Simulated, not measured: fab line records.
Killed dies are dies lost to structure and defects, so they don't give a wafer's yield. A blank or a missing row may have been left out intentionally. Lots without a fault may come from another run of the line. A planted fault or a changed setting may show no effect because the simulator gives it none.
Chamber matching :: flow nand_harc :: 4 sister chambers for NHARC_P_CONTACT_CMP_01 on cmp-02
The step polishes SiO2, target thk 200 nm. 8 wafers are shown with their chamber, then 7 later ones without.

## WAFERS PAIRED WITH THEIR CHAMBERS
wafer: L075.5
chamber: 2
slurry_filter_dp_kPa (kPa): 13.48
motor_current_A (A): 12.2

wafer: L080.4
chamber: 0
slurry_filter_dp_kPa (kPa): 13.46
motor_current_A (A): 12.4

wafer: L080.5
chamber: 2
slurry_filter_dp_kPa (kPa): 13.69
motor_current_A (A): 11.8

wafer: L092.1
chamber: 1
slurry_filter_dp_kPa (kPa): 13.63
motor_current_A (A): 12.2

wafer: L092.2
chamber: 0
slurry_filter_dp_kPa (kPa): 13.36
motor_current_A (A): 12.7

wafer: L092.4
chamber: 3
slurry_filter_dp_kPa (kPa): 13.59
motor_current_A (A): 11.7

wafer: L093.4
chamber: 3
slurry_filter_dp_kPa (kPa): 13.48
motor_current_A (A): 12.7

wafer: L093.5
chamber: 1
slurry_filter_dp_kPa (kPa): 13.51
motor_current_A (A): 12.0

## WAFERS WITHOUT THEIR CHAMBER
wafer: L093.6
slurry_filter_dp_kPa (kPa): 13.54
motor_current_A (A): 11.8

wafer: L094.2
slurry_filter_dp_kPa (kPa): 13.33
motor_current_A (A): 11.6

wafer: L094.5
slurry_filter_dp_kPa (kPa): 13.68
motor_current_A (A): 12.5

wafer: L094.6
slurry_filter_dp_kPa (kPa): 13.75
motor_current_A (A): 12.0

wafer: L096.1
slurry_filter_dp_kPa (kPa): 13.64
motor_current_A (A): 12.2

wafer: L096.2
slurry_filter_dp_kPa (kPa): 13.58
motor_current_A (A): 11.5

wafer: L096.5
slurry_filter_dp_kPa (kPa): 13.58
motor_current_A (A): 11.9

## CHAMBER TAKEN BY EACH
wafer: L093.6
from the rows above: can't be placed: 2 or 1 or 3 or 0
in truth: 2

wafer: L094.2
from the rows above: can't be placed: 0 or 3 or 1 or 2
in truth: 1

wafer: L094.5
from the rows above: can't be placed: 1 or 2 or 3 or 0
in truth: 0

wafer: L094.6
from the rows above: can't be placed: 2 or 1 or 3
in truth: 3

wafer: L096.1
from the rows above: can't be placed: 2 or 1 or 3 or 0
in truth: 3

wafer: L096.2
from the rows above: can't be placed: 2 or 1 or 3 or 0
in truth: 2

wafer: L096.5
from the rows above: can't be placed: 2 or 1 or 3
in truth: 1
Correctly placed: 0 of 7. Unplaceable from these rows: 7, with the true chamber sitting among the candidates in 7. Number placed wrongly: 0.
How it was worked out, from the rows above alone: a wafer's distance from a chamber is the root of the sum, over the readings, of the square of ((its reading less the chamber's mean) divided by the reading's scatter). If the next closest chamber is less than 2 further off than the closest, the wafer can't be placed; otherwise it belongs to the closest. For every chamber, the mean is computed from those of its wafers that are shown. How the scatter is found: for the shown wafers, subtract from each reading the mean of its chamber, square and add these, divide the total by (wafers less chambers), then take the root.
